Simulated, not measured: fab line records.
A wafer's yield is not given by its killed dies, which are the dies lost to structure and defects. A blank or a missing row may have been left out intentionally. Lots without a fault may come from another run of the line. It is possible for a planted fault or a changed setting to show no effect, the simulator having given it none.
Chamber matching || flow nand harc || cmp-01 running NHARC_A_STAIRCASE_CMP_450: 4 sister chambers
The step polishes SiO2, target thk 200 nm. 20 wafers are shown with their chamber, then 10 later ones without.

## WAFERS PAIRED WITH THEIR CHAMBERS
{"wafer": "L074.2", "chamber": 3, "motor current A (A)": 12.4, "retaining ring pressure frac": 0.998}
{"wafer": "L074.3", "chamber": 2, "motor current A (A)": 12.2, "retaining ring pressure frac": 0.995}
{"wafer": "L074.5", "chamber": 3, "motor current A (A)": 12.3, "retaining ring pressure frac": 1.001}
{"wafer": "L078.1", "chamber": 2, "motor current A (A)": 12.4, "retaining ring pressure frac": 1.006}
{"wafer": "L078.3", "chamber": 3, "motor current A (A)": 12.4, "retaining ring pressure frac": 1.003}
{"wafer": "L078.5", "chamber": 1, "motor current A (A)": 15.1, "retaining ring pressure frac": 0.996}
{"wafer": "L079.1", "chamber": 2, "motor current A (A)": 12.2, "retaining ring pressure frac": 1.008}
{"wafer": "L079.5", "chamber": 1, "motor current A (A)": 14.7, "retaining ring pressure frac": 1.000}
{"wafer": "L079.6", "chamber": 0, "motor current A (A)": 11.5, "retaining ring pressure frac": 1.001}
{"wafer": "L080.4", "chamber": 0, "motor current A (A)": 11.5, "retaining ring pressure frac": 0.994}
{"wafer": "L080.5", "chamber": 3, "motor current A (A)": 12.8, "retaining ring pressure frac": 0.993}
{"wafer": "L080.6", "chamber": 0, "motor current A (A)": 10.9, "retaining ring pressure frac": 0.999}
{"wafer": "L084.3", "chamber": 2, "motor current A (A)": 12.4, "retaining ring pressure frac": 1.008}
{"wafer": "L084.4", "chamber": 0, "motor current A (A)": 11.6, "retaining ring pressure frac": 1.009}
{"wafer": "L084.6", "chamber": 3, "motor current A (A)": 12.3, "retaining ring pressure frac": 1.002}
{"wafer": "L087.4", "chamber": 3, "motor current A (A)": 13.0, "retaining ring pressure frac": 0.995}
{"wafer": "L087.5", "chamber": 1, "motor current A (A)": 15.0, "retaining ring pressure frac": 1.002}
{"wafer": "L087.6", "chamber": 2, "motor current A (A)": 12.9, "retaining ring pressure frac": 1.002}
{"wafer": "L091.4", "chamber": 0, "motor current A (A)": 10.8, "retaining ring pressure frac": 1.004}
{"wafer": "L091.5", "chamber": 3, "motor current A (A)": 11.7, "retaining ring pressure frac": 0.998}

SIGNATURES, as means of the wafers listed above
{"reading": "motor current A", "chamber 0": 11.260, "chamber 1": 14.933, "chamber 2": 12.420, "chamber 3": 12.414, "scatter within a chamber": 0.355}
{"reading": "retaining ring pressure frac", "chamber 0": 1.00140, "chamber 1": 0.99933, "chamber 2": 1.00380, "chamber 3": 0.99857, "scatter within a chamber": 0.00465}
Rule: for each reading, subtract the chamber's mean from the wafer's reading, divide by that reading's scatter and square the result; add these up over the readings and take the root, which gives the wafer's distance from the chamber. The wafer belongs to the nearest chamber; if the next one is less than 2 further off, it can't be placed. How the scatter is found: for the shown wafers, subtract from each reading the mean of its chamber, square and add these, divide the total by (wafers less chambers), then take the root.

## WAFERS WITH NO CHAMBER GIVEN
{"wafer": "L091.6", "motor current A (A)": 10.9, "retaining ring pressure frac": 1.003}
{"wafer": "L090.3", "motor current A (A)": 12.4, "retaining ring pressure frac": 0.999}
{"wafer": "L090.5", "motor current A (A)": 12.7, "retaining ring pressure frac": 0.997}
{"wafer": "L090.6", "motor current A (A)": 15.2, "retaining ring pressure frac": 0.989}
{"wafer": "L095.1", "motor current A (A)": 11.6, "retaining ring pressure frac": 1.000}
{"wafer": "L095.5", "motor current A (A)": 14.4, "retaining ring pressure frac": 1.002}
{"wafer": "L095.6", "motor current A (A)": 12.4, "retaining ring pressure frac": 1.002}
{"wafer": "L097.1", "motor current A (A)": 15.1, "retaining ring pressure frac": 1.000}
{"wafer": "L097.3", "motor current A (A)": 12.7, "retaining ring pressure frac": 0.995}
{"wafer": "L097.6", "motor current A (A)": 10.8, "retaining ring pressure frac": 1.002}

## THE CHAMBER EACH PASSED THROUGH
{"wafer": "L091.6", "from the rows above": 0, "in truth": 0}
{"wafer": "L090.3", "from the rows above": "can't be placed: 3 or 2", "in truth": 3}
{"wafer": "L090.5", "from the rows above": "can't be placed: 3 or 2", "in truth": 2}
{"wafer": "L090.6", "from the rows above": 1, "in truth": 1}
{"wafer": "L095.1", "from the rows above": "can't be placed: 0 or 3 or 2", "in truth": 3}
{"wafer": "L095.5", "from the rows above": 1, "in truth": 1}
{"wafer": "L095.6", "from the rows above": "can't be placed: 2 or 3", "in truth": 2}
{"wafer": "L097.1", "from the rows above": 1, "in truth": 1}
{"wafer": "L097.3", "from the rows above": "can't be placed: 3 or 2", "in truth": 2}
{"wafer": "L097.6", "from the rows above": 0, "in truth": 0}
Placed correctly: 5 of 10. Cannot be placed on the basis of these rows: 5; the candidates contain the true chamber in 5. Number placed wrongly: 0.
